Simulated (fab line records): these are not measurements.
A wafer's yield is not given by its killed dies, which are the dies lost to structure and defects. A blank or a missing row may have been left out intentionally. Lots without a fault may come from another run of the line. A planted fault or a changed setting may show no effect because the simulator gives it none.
Chamber matching -- flow n5Finfet -- 4 sister chambers for N5_BEOL_M1_DESCUM_16 on rieDiel-04
The step chemistry O2, time 7 s. 18 wafers are shown with their chamber, then 9 later ones without.

WAFERS WITH THEIR CHAMBER
wafer,chamber,drypumpMotorCurrentA (A),showerheadPlenumPTorr (Torr),throttleValvePct (%)
L076.1,0,5.2,1.98,20.42
L076.4,3,5.3,2.08,20.30
L076.6,0,5.2,1.98,20.40
L080.2,1,5.2,2.14,20.42
L080.3,0,5.2,1.98,20.42
L080.4,3,5.3,2.08,20.31
L082.1,2,6.2,2.09,20.65
L082.3,0,5.2,1.98,20.42
L082.6,1,5.2,2.14,20.43
L087.1,0,5.2,1.98,20.44
L087.3,1,5.2,2.13,20.47
L087.5,2,6.2,2.09,20.66
L090.2,0,5.2,1.98,20.48
L090.3,3,5.3,2.07,19.89
L090.4,1,5.2,2.13,20.45
L092.1,3,5.2,2.07,19.91
L092.2,2,6.2,2.08,20.65
L092.5,0,5.2,1.98,20.48

SIGNATURES, as means of the wafers listed above
reading,chamber 0,chamber 1,chamber 2,chamber 3,scatter within a chamber
drypumpMotorCurrentA,5.200,5.200,6.200,5.275,0.0231
showerheadPlenumPTorr,1.9800,2.1350,2.0867,2.0750,0.00436
throttleValvePct,20.4371,20.4425,20.6533,20.1025,0.111
Rule: for each reading, subtract the chamber's mean from the wafer's reading, divide by that reading's scatter and square the result; add these up over the readings and take the root, which gives the wafer's distance from the chamber. The wafer belongs to the nearest chamber; if the next one is less than 2 further off, it can't be placed. The scatter: take each reading less its chamber's mean, square it, sum over the shown wafers, divide by the number of wafers less the number of chambers, and take the root.

WAFERS WHOSE CHAMBER IS MISSING
wafer,drypumpMotorCurrentA (A),showerheadPlenumPTorr (Torr),throttleValvePct (%)
L094.2,5.3,2.07,19.92
L094.3,5.2,1.97,20.47
L094.4,6.2,2.08,20.68
L095.1,5.2,1.97,20.47
L095.4,5.2,2.13,20.48
L095.5,5.3,2.07,19.93
L097.1,5.2,1.97,20.47
L097.3,6.2,2.08,20.68
L097.5,5.2,2.13,20.47

CHAMBER TAKEN BY EACH
wafer,from the rows above,in truth
L094.2,3,3
L094.3,0,0
L094.4,2,2
L095.1,0,0
L095.4,1,1
L095.5,3,3
L097.1,0,0
L097.3,2,2
L097.5,1,1
Correctly placed: 9 of 9. Not placeable from these rows: 0. Placed wrongly: 0.
